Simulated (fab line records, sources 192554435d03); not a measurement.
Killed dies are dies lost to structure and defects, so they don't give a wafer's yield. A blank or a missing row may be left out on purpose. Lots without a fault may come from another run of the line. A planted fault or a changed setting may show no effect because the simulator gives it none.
fab line records | flow n5_finfet
record lots=7 wafers=21
route steps=1938 shown MOL_CONTACT_COAG@599 BEOL_M0_SAQP@673 BEOL_M0_CUTY@713 BEOL_M0@715 BEOL_M2@860 BEOL_M4@1050 BEOL_M5@1160
start_h: hours from the record's first day to the start of the lot's first wafer shown | wait_h: hours since the lot's step before | " the same as in the row above | L1.1+2: a row that stands for several wafers | - no value, or no start given | * or withheld: withheld | < > ~ a bound
route shown NAME@n: a module of which the file shows steps, and the number in the route of the first | usual: mean/standard deviation of fault-free wafers | same: alike in all rows | chamber/n: place in a boat | sites: the reading at each site | _std_site: their standard deviation | _edge_site: outer sites' mean less inner sites' | radius_mm: how far each site lies from the wafer's centre | mask NAME#n: copy n | behind: the tool/chamber that last shaped the wafer | hold: why the lot was held/for how many hours/how that ended | device: the transistor (n, p or np) that didn't switch | end of line: the same wafers' tests at the end of the route | a step without rows: its recipe alone | killed: dies lost to structure and defects at the first sort, not the wafer's yield | map: a wafer's dies, x killed, . not, _ none there
set.NAME: the setting as run; set.NAME@STEP: as run at that earlier step | model.NAME: the simulator's own value behind a step, which no gauge read
lots whose settings were changed on purpose; a table a step, a row a wafer
## steps
# step N5_MOL_CONTACT_COAG_EXPOSE_37
# recipe mask_id=VD na=0.33 source_shape=annular sigma_inner=0.3 sigma_outer=0.7 polarization=unpolarized defocus_nm=0 dose_mj=62
# columns lot.wafer tool chamber start_h wait_h mask set.dose_mj
L079.1+3+5 euv_scanner-01 0 128.28 - VD#0 62
L082.2+4 euv_scanner-01 0 147.87 - VD#0 62
L082.5 " 0 " " VD#0 57.95
L087.1+3 euv_scanner-01 0 177.96 - VD#0 64.22
L087.4 " 0 " " VD#0 62
L091.3+4+5 euv_scanner-01 0 205.14 - VD#0 59.11
L093.1 euv_scanner-01 0 214.33 - VD#0 62
L093.2+4 " 0 " " VD#0 57.71
L094.1+2+6 euv_scanner-02 0 218.25 - VD#0 62
L096.2 euv_scanner-02 0 235.63 - VD#0 62
L096.4+5 " 0 " " VD#0 65.43
# step N5_MOL_CONTACT_COAG_PEB_38
# recipe peb_temp_c=100 peb_time_s=60 resist=CAR-EUV
# step N5_MOL_CONTACT_COAG_DEVELOP_39
# recipe develop_time_s=30 developer=TMAH resist=CAR-EUV rinse_liquid=surfactant_rinse dry=air_spin dev_temp_c=23
# step N5_MOL_CONTACT_COAG_CD_MEAS_40
# recipe target_cd_nm=25.1 landing_energy_ev=500 detector=se_inlens polarity=opening
# usual cd_nm=25.08/0.24
# columns lot.wafer tool chamber start_h wait_h set.dose_mj@MOL_CONTACT_COAG_EXPOSE_37 cd_nm
L079.1 cd_sem-02 0 128.42 - 62 25.41
L079.3 " 0 " " 62 24.86
L079.5 " 0 " " 62 25.14
L082.2 cd_sem-01 0 148.01 - 62 24.89
L082.4 " 0 " " 62 24.83
L082.5 " 0 " " 57.95 23.35
L087.1 cd_sem-02 0 178.11 - 64.22 25.83
L087.3 " 0 " " 64.22 26.08
L087.4 " 0 " " 62 25.04
L091.3 cd_sem-03 0 205.27 - 59.11 24.16
L091.4 " 0 " " 59.11 24.36
L091.5 " 0 " " 59.11 24.37
L093.1 cd_sem-01 0 214.48 - 62 24.94
L093.2 " 0 " " 57.71 23.91
L093.4 " 0 " " 57.71 23.67
L094.1 cd_sem-01 0 218.39 - 62 25.12
L094.2 " 0 " " 62 25.06
L094.6 " 0 " " 62 25.21
L096.2 cd_sem-03 0 235.77 - 62 25.24
L096.4 " 0 " " 65.43 26.30
L096.5 " 0 " " 65.43 26.09
# step N5_MOL_CONTACT_COAG_ALD_133
# recipe material=SiO2 target_thk_a=50 temp_c=100 ald_precursor_family=BDEAS ald_co_reactant=O2-plasma pulse_time_s=1 co_reactant_pulse_time_s=1 purge_time_s=2 co_reactant_purge_time_s=2 ald_cycles=35 pressure_torr=2
# columns lot.wafer tool chamber start_h wait_h set.ald_cycles model.SiO2_of_MOL_CONTACT_COAG_ALD_133.thk_nm
L079.1+3+5 ald_sin-03 0,1,1 128.68 0.1 35 5
L082.2+4+5 ald_sin-04 1,3,3 148.26 0.1 35 5
L087.1+3+4 ald_sin-04 1,3,2 179.31 1.0 35 5
L091.3+5 ald_sin-01 3,2 205.55 0.1 32 4.6
L091.4 " 2 " " 35 5
L093.1+2 ald_sin-03 3,0 215.39 0.7 31 4.4
L093.4 " 0 " " 35 5
L094.1+6 ald_sin-04 1,2 218.76 0.1 37 5.2
L094.2 " 2 " " 35 5
L096.2+5 ald_sin-01 1 236.11 0.1 37 5.2
L096.4 " 3 " " 35 5
# step N5_MOL_CONTACT_COAG_ETCHBACK_134
# recipe chemistry=CHF3 target=SiO2 target_depth_a=100 time_s=6.7 ion_energy_ev=200 pressure_mtorr=30 source_w=610 bias_w=170 Ar_flow_sccm=200 CHF3_flow_sccm=50
# step N5_MOL_CONTACT_COAG_ETCH_67
# recipe chemistry=N2/H2 target=SOC target_depth_a=600 overetch_a=210 mask_material=SiARC temp_c=40 time_s=101.2 ion_energy_ev=200 pressure_mtorr=30 source_w=840 bias_w=150 n2_flow_sccm=200 h2_flow_sccm=200
# step N5_MOL_CONTACT_COAG_PRECLEAN_138
# recipe chemistry=alkaline_clean temp_c=60 time_s=60 do_ppb=50
# step N5_MOL_CONTACT_COAG_SRD_139
# recipe dry=ipa_marangoni time_s=30 temp_c=23 rinse_liquid=diw
# step N5_MOL_CONTACT_COAG_CD_MEAS_101
# recipe target_cd_nm=16
# usual cd_nm=16.01/0.29
# columns lot.wafer tool chamber start_h wait_h set.dose_mj@MOL_CONTACT_COAG_EXPOSE_37 cd_nm
L079.1 cd_sem-01 - 129.37 0.0 62 16.06
L079.3 " - " " 62 15.94
L079.5 " - " " 62 15.75
L082.2 cd_sem-01 - 149.63 0.0 62 15.75
L082.4 " - " " 62 15.93
L082.5 " - " " 57.95 14.75
L087.1 cd_sem-02 - 180.00 0.0 64.22 16.80
L087.3 " - " " 64.22 16.61
L087.4 " - " " 62 16.07
L091.3 cd_sem-03 - 206.24 0.0 59.11 15.27
L091.4 " - " " 59.11 15.26
L091.5 " - " " 59.11 14.74
L093.1 cd_sem-01 - 216.08 0.0 62 15.64
L093.2 " - " " 57.71 14.89
L093.4 " - " " 57.71 14.72
L094.1 cd_sem-01 - 219.44 0.0 62 16.14
L094.2 " - " " 62 16.08
L094.6 " - " " 62 15.80
L096.2 cd_sem-01 - 237.14 0.0 62 15.94
L096.4 " - " " 65.43 16.92
L096.5 " - " " 65.43 16.86
# step N5_BEOL_M0_SAQP_ETCH_107
# recipe chemistry=CH3F/O2 target=SiNx target_depth_a=300 mask_material=SOC pressure_mtorr=30 source_w=395 bias_w=73 Ar_flow_sccm=150 CH3F_flow_sccm=30 O2_flow_sccm=20 ion_energy_ev=120
# usual rf_vpp_V=298/3.2
# columns lot.wafer tool chamber start_h wait_h set.source_w rf_vpp_V model.BEOL_M0_SAQP.feature_depth_nm
L079.1 rie_diel-04 1 141.03 0.0 395 299 30.6
L079.3 " 3 " " 395 301 30
L079.5 " 1 " " 395 301 30.6
L082.2 rie_diel-01 1 159.06 0.0 395 292 29.8
L082.4 " 2 " " 370.9 309 29.4
L082.5 " 1 " " 370.9 300 29.2
L087.1 rie_diel-01 0 188.67 0.0 395 298 29.8
L087.3 " 3 " " 395 296 30.6
L087.4 " 1 " " 325.1 320 27.8
L091.3 rie_diel-04 1 215.97 0.0 395 300 30.4
L091.4 " 2 " " 395 299 29.8
L091.5 " 3 " " 395 301 30
L093.1 rie_diel-01 2 224.61 0.0 440.6 284 31.6
L093.2 " 1 " " 395 291 30.2
L093.4 " 0 " " 440.6 280 31.4
L094.1 rie_diel-01 3 228.69 0.0 395 296 30.2
L094.2 " 0 " " 395 295 29.8
L094.6 " 0 " " 395 295 29.6
L096.2 rie_diel-06 3 245.47 0.0 418.7 288 30
L096.4 " 0 " " 395 295 30.4
L096.5 " 3 " " 395 299 29.4
# step N5_BEOL_M0_CUTY_ETCH_63
# recipe chemistry=N2/H2 target=SOC target_depth_a=827 overetch_a=165 mask_material=SiARC temp_c=40 ion_energy_ev=200 time_s=124 pressure_mtorr=30 source_w=840 bias_w=150 n2_flow_sccm=200 h2_flow_sccm=200
# usual rf_vpp_V=525.5/2.2
# columns lot.wafer tool chamber start_h wait_h set.source_w rf_vpp_V model.SiO2_of_BEOL_M0_SAQP_SPACER2_ALD_26.thk_nm
L079.1 rie_diel-02 0 144.23 0.0 840 525.3 7.2
L079.3 " 2 " " 840 521.1 7.2
L079.5 " 0 " " 840 527.2 7
L082.2 rie_diel-05 1 162.10 0.0 840 522.8 7.2
L082.4 " 3 " " 723.6 553.5 7.6
L082.5 " 1 " " 840 521.1 7.2
L087.1 rie_diel-02 3 193.91 0.0 840 527.1 7
L087.3 " 1 " " 929.7 505.2 6.8
L087.4 " 1 " " 840 523.2 7
L091.3 rie_diel-02 3 219.38 0.0 741.8 549.5 7.2
L091.4 " 1 " " 840 522.3 7
L091.5 " 2 " " 840 529.3 7
L093.1 rie_diel-05 1 227.95 0.0 840 521.3 7.2
L093.2 " 0 " " 886.7 517.0 7
L093.4 " 2 " " 886.7 517.6 7
L094.1 rie_diel-02 3 232.99 0.0 840 526.8 7.2
L094.2 " 2 " " 840 530.8 7.4
L094.6 " 0 " " 840 525.7 7.2
L096.2 rie_diel-05 3 250.35 0.0 691 561.1 7.6
L096.4 " 0 " " 691 560.9 7.6
L096.5 " 1 " " 840 522.1 7.2
# step N5_BEOL_M0_ETCH_138
# recipe chemistry=CH3F/O2 target_depth_a=120 target=SiCN time_s=31.6 ion_energy_ev=120 pressure_mtorr=30 source_w=395 bias_w=75 Ar_flow_sccm=150 CH3F_flow_sccm=30 O2_flow_sccm=20 ends=cleared
# usual rf_vpp_V=298.2/1.4
# columns lot.wafer tool chamber start_h wait_h set.source_w rf_vpp_V
L079.1 rie_diel-02 0 144.35 0.0 395 297.9
L079.3 " 2 " " 395 295.1
L079.5 " 0 " " 395 299.3
L082.2 rie_diel-05 1 162.22 0.0 395 295.4
L082.4 " 3 " " 370.6 305.1
L082.5 " 1 " " 395 295.4
L087.1 rie_diel-02 3 194.04 0.0 395 298.7
L087.3 " 1 " " 395 296.3
L087.4 " 1 " " 395 296.2
L091.3 rie_diel-02 3 219.51 0.0 363 308.7
L091.4 " 1 " " 363 304.3
L091.5 " 2 " " 395 299.2
L093.1 rie_diel-05 1 228.07 0.0 395 296.0
L093.2 " 0 " " 395 299.3
L093.4 " 2 " " 395 298.4
L094.1 rie_diel-02 3 233.12 0.0 455.2 285.1
L094.2 " 2 " " 395 299.4
L094.6 " 0 " " 395 299.3
L096.2 rie_diel-05 3 250.48 0.0 433.3 289.4
L096.4 " 0 " " 433.3 289.5
L096.5 " 1 " " 395 297.2
# step N5_BEOL_M2_ETCH_64
# recipe chemistry=N2/H2 target=SOC target_depth_a=750 overetch_a=225 mask_material=SiARC temp_c=40 time_s=121.9 ion_energy_ev=200 pressure_mtorr=30 source_w=840 bias_w=150 n2_flow_sccm=200 h2_flow_sccm=200
# usual rf_vpp_V=525.5/2.6
# columns lot.wafer tool chamber start_h wait_h set.bias_w rf_vpp_V model.SiARC_of_BEOL_M2_COAT_62.thk_nm
L079.1 rie_diel-02 1 161.27 0.0 150 522.7 6.4
L079.3 " 3 " " 150 527.5 6.2
L079.5 " 0 " " 150 525.9 6.2
L082.2 rie_diel-03 3 179.13 0.0 150 521.5 6.4
L082.4 " 2 " " 150 528.1 6.4
L082.5 " 0 " " 150 524.5 6.4
L087.1 rie_diel-02 3 209.86 0.0 150 526.7 6.2
L087.3 " 2 " " 160.7 552.8 5.8
L087.4 " 0 " " 160.7 549.6 5.8
L091.3 rie_diel-02 1 250.77 0.0 160.5 545.0 6
L091.4 " 0 " " 150 526.1 6.2
L091.5 " 1 " " 160.5 544.0 6
L093.1 rie_diel-05 3 257.00 0.0 150 525.0 6.2
L093.2 " 1 " " 168.9 561.5 5.4
L093.4 " 3 " " 150 526.6 6.2
L094.1 rie_diel-02 3 269.57 0.0 150 527.7 6
L094.2 " 0 " " 150 526.3 6.2
L094.6 " 0 " " 173 578.0 5.2
L096.2 rie_diel-05 2 274.95 0.0 150 525.9 6.2
L096.4 " 0 " " 132.4 486.9 7.2
L096.5 " 0 " " 132.4 486.0 7.2
# step N5_BEOL_M4_COAT_22
# recipe resist=CAR-EUV spin_rpm=1500 resist_thk_nm=30
# columns lot.wafer tool chamber start_h wait_h set.spin_rpm model.CAR-EUV_of_BEOL_M4_COAT_22.thk_nm
L079.1+3+5 litho_track-05 0 - - 1500 30
L082.2+5 litho_track-02 0 - - 1500 30
L082.4 " 0 " " 1500 29.8
L087.1+4 litho_track-05 0 - - 1583 29.2
L087.3 " 0 " " 1500 29.8
L091.3+4+5 litho_track-05 0 - - 1500 30
L093.1+4 litho_track-05 0 - - 1443 30.6
L093.2 " 0 " " 1500 30
L094.1+2 litho_track-01 0 - - 1500 29.8
L094.6 " 0 " " 1500 30
L096.2 litho_track-01 0 - - 1500 30
L096.4+5 " 0 " " 1589 29
# step N5_BEOL_M4_ETCH_70
# recipe chemistry=N2/H2 target=SOC target_depth_a=800 overetch_a=240 mask_material=SiARC temp_c=40 time_s=130 ion_energy_ev=200 pressure_mtorr=30 source_w=840 bias_w=150 n2_flow_sccm=200 h2_flow_sccm=200
# usual rf_vpp_V=525.4/2.3
# columns lot.wafer tool chamber start_h wait_h set.bias_w rf_vpp_V model.SiARC_of_BEOL_M4_COAT_68.thk_nm
L079.1 rie_diel-02 0 218.20 0.0 150 526.2 5.8
L079.3 " 2 " " 150 529.6 5.8
L079.5 " 1 " " 150 522.6 6
L082.2 rie_diel-05 2 237.03 0.0 150 527.8 6
L082.4 " 1 " " 150 522.8 6
L082.5 " 1 " " 150 521.2 5.8
L087.1 rie_diel-05 2 268.45 0.0 167.2 562.6 4.8
L087.3 " 0 " " 167.2 563.9 4.8
L087.4 " 2 " " 150 526.6 5.6
L091.3 rie_diel-02 1 297.15 0.0 128.3 473.6 7
L091.4 " 0 " " 128.3 477.2 7
L091.5 " 1 " " 150 520.6 6
L093.1 rie_diel-02 1 306.23 0.0 150 522.0 6
L093.2 " 3 " " 150 528.4 5.8
L093.4 " 0 " " 150 525.1 5.8
L094.1 rie_diel-02 3 310.34 0.0 170.5 571.0 4.6
L094.2 " 0 " " 150 525.4 5.8
L094.6 " 0 " " 150 525.9 5.8
L096.2 rie_diel-02 2 322.73 0.0 150 528.4 5.8
L096.4 " 3 " " 156.9 543.9 5.2
L096.5 " 0 " " 150 525.7 5.8
# step N5_BEOL_M4_TRENCH_ETCH_37
# recipe chemistry=C4F6/O2 target_depth_a=555.55 target=SiOC time_s=29.2 ion_energy_ev=250 pressure_mtorr=30 source_w=355 bias_w=185 Ar_flow_sccm=300 C4F6_flow_sccm=10 O2_flow_sccm=10
# usual rf_vpp_V=670/7.8
# columns lot.wafer tool chamber start_h wait_h set.bias_w rf_vpp_V
L079.1 rie_diel-02 0 - - 185 682
L079.3 " 2 " " 185 675
L079.5 " 1 " " 185 662
L082.2 rie_diel-05 2 - - 185 670
L082.4 " 1 " " 185 661
L082.5 " 1 " " 216.4 748
L087.1 rie_diel-05 2 - - 185 668
L087.3 " 0 " " 199.5 712
L087.4 " 2 " " 185 669
L091.3 rie_diel-02 1 - - 185 660
L091.4 " 0 " " 185 681
L091.5 " 1 " " 185 660
L093.1 rie_diel-02 1 - - 216.1 746
L093.2 " 3 " " 216.1 765
L093.4 " 0 " " 185 680
L094.1 rie_diel-02 3 - - 185 676
L094.2 " 0 " " 216.9 772
L094.6 " 0 " " 216.9 772
L096.2 rie_diel-02 2 - - 199 715
L096.4 " 3 " " 199 714
L096.5 " 0 " " 199 723
# step N5_BEOL_M4_ETCH_41
# recipe chemistry=CH3F/O2 target=SiCN target_depth_a=299 taper_deg=2 time_s=52.5 ion_energy_ev=120 mask_material=TiN pressure_mtorr=30 source_w=395 bias_w=75 Ar_flow_sccm=150 CH3F_flow_sccm=30 O2_flow_sccm=20
# step N5_BEOL_M4_STRIP_97
# recipe chemistry=N2/H2 time_s=10 power_w=450 temp_c=40 pressure_mtorr=20 rf_frequency_hz=6e+07 bias_power_w=7 n2_flow_sccm=200 h2_flow_sccm=200
# step N5_BEOL_M4_OCD_MEAS_38
# usual trench_depth_nm=55.3/0.71
# columns lot.wafer tool chamber start_h wait_h set.bias_w@BEOL_M4_TRENCH_ETCH_37 trench_depth_nm
L079.1 ocd-02 - 218.56 - 185 55.4
L079.3 " - " " 185 56.0
L079.5 " - " " 185 55.6
L082.2 ocd-02 - 237.40 - 185 53.8
L082.4 " - " " 185 55.3
L082.5 " - " " 216.4 57.7
L087.1 ocd-02 - 268.81 - 185 56.0
L087.3 " - " " 199.5 57.2
L087.4 " - " " 185 56.7
L091.3 ocd-01 - 297.51 - 185 54.5
L091.4 " - " " 185 54.8
L091.5 " - " " 185 54.5
L093.1 ocd-01 - 306.59 - 216.1 58.2
L093.2 " - " " 216.1 59.1
L093.4 " - " " 185 54.4
L094.1 ocd-02 - 310.70 - 185 55.6
L094.2 " - " " 216.9 57.5
L094.6 " - " " 216.9 57.8
L096.2 ocd-01 - 323.09 - 199 56.1
L096.4 " - " " 199 57.4
L096.5 " - " " 199 56.3
# step N5_BEOL_M5_TRENCH_ETCH_37
# recipe chemistry=C4F6/O2 target_depth_a=716.52 target=SiCOH_lowk time_s=24.7 ion_energy_ev=250 pressure_mtorr=30 source_w=345 bias_w=185 Ar_flow_sccm=300 C4F6_flow_sccm=10 O2_flow_sccm=10
# columns lot.wafer tool chamber start_h wait_h set.time_s model.etch.depth_nm model.BEOL_M5.feature_depth_nm model.TiN_of_BEOL_M5_HM_DEP_02.thk_nm
L079.1 rie_diel-01 0 - - 24.7 72.75 72.8 17.8
L079.3 " 2 " " 24.7 72.11 72.2 17.8
L079.5 " 1 " " 24.7 72.03 72 17.8
L082.2 rie_diel-04 0 - - 24.7 71.79 71.8 18
L082.4 " 1 " " 24.7 72.73 72.8 17.6
L082.5 " 1 " " 24.7 73.04 73 17.6
L087.1 rie_diel-06 1 - - 19.98 56.47 56.4 18.6
L087.3 " 3 " " 24.7 70.09 70 18
L087.4 " 2 " " 19.98 59.28 59.2 18.4
L091.3 rie_diel-06 2 - - 24.7 73.03 73 17.6
L091.4 " 0 " " 20.43 60.38 60.4 18
L091.5 " 0 " " 24.7 72.41 72.4 17.6
L093.1 rie_diel-01 3 - - 24.7 72.91 73 18
L093.2 " 0 " " 23.06 66.56 66.6 18.2
L093.4 " 1 " " 23.06 66.43 66.4 18.2
L094.1 rie_diel-04 0 - - 29.16 85.15 85.2 17.4
L094.2 " 2 " " 24.7 70.67 70.6 17.8
L094.6 " 2 " " 29.16 84.04 84 17.4
L096.2 rie_diel-01 3 - - 29.73 87.74 87.8 17.6
L096.4 " 1 " " 24.7 71.26 71.2 18
L096.5 " 2 " " 24.7 71.59 71.6 18
## key
split step=N5_MOL_CONTACT_COAG_EXPOSE_37 setting=dose_mj stated=62 by=wafer
response step=N5_MOL_CONTACT_COAG_CD_MEAS_40 reading=cd_nm change=+0.197 per=1% r=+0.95
response step=N5_MOL_CONTACT_COAG_CD_MEAS_101 reading=cd_nm change=+0.152 per=1% r=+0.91
split step=N5_MOL_CONTACT_COAG_ALD_133 setting=ald_cycles stated=35 by=wafer
response step=N5_MOL_CONTACT_COAG_ALD_133 reading=model.SiO2_of_MOL_CONTACT_COAG_ALD_133.thk_nm change=+0.0467 per=1% r=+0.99
split step=N5_BEOL_M0_SAQP_ETCH_107 setting=source_w stated=395 by=wafer
response step=N5_BEOL_M0_SAQP_ETCH_107 reading=rf_vpp_V change=-1.23 per=1% r=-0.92
response step=N5_BEOL_M0_SAQP_ETCH_107 reading=model.BEOL_M0_SAQP.feature_depth_nm change=+0.118 per=1% r=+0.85
split step=N5_BEOL_M0_CUTY_ETCH_63 setting=source_w stated=840 by=wafer
response step=N5_BEOL_M0_CUTY_ETCH_63 reading=rf_vpp_V change=-2.08 per=1% r=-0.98
response step=N5_BEOL_M0_CUTY_ETCH_63 reading=model.SiO2_of_BEOL_M0_SAQP_SPACER2_ALD_26.thk_nm change=-0.0231 per=1% r=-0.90
split step=N5_BEOL_M0_ETCH_138 setting=source_w stated=395 by=wafer
response step=N5_BEOL_M0_ETCH_138 reading=rf_vpp_V change=-0.954 per=1% r=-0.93
split step=N5_BEOL_M2_ETCH_64 setting=bias_w stated=150 by=wafer
response step=N5_BEOL_M2_ETCH_64 reading=rf_vpp_V change=+3.17 per=1% r=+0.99
response step=N5_BEOL_M2_ETCH_64 reading=model.SiARC_of_BEOL_M2_COAT_62.thk_nm change=-0.0631 per=1% r=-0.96
split step=N5_BEOL_M4_COAT_22 setting=spin_rpm stated=1500 by=wafer
response step=N5_BEOL_M4_COAT_22 reading=model.CAR-EUV_of_BEOL_M4_COAT_22.thk_nm change=-0.144 per=1% r=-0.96
split step=N5_BEOL_M4_ETCH_70 setting=bias_w stated=150 by=wafer
response step=N5_BEOL_M4_ETCH_70 reading=rf_vpp_V change=+3.23 per=1% r=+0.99
response step=N5_BEOL_M4_ETCH_70 reading=model.SiARC_of_BEOL_M4_COAT_68.thk_nm change=-0.078 per=1% r=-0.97
split step=N5_BEOL_M4_TRENCH_ETCH_37 setting=bias_w stated=185 by=wafer
response step=N5_BEOL_M4_TRENCH_ETCH_37 reading=rf_vpp_V change=+5.02 per=1% r=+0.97
response step=N5_BEOL_M4_OCD_MEAS_38 reading=trench_depth_nm change=+0.179 per=1% r=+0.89
split step=N5_BEOL_M5_TRENCH_ETCH_37 setting=time_s stated=24.7 by=wafer
response step=N5_BEOL_M5_TRENCH_ETCH_37 reading=model.etch.depth_nm change=+0.741 per=1% r=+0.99
response step=N5_BEOL_M5_TRENCH_ETCH_37 reading=model.BEOL_M5.feature_depth_nm change=+0.742 per=1% r=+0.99
response step=N5_BEOL_M5_TRENCH_ETCH_37 reading=model.TiN_of_BEOL_M5_HM_DEP_02.thk_nm change=-0.0229 per=1% r=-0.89
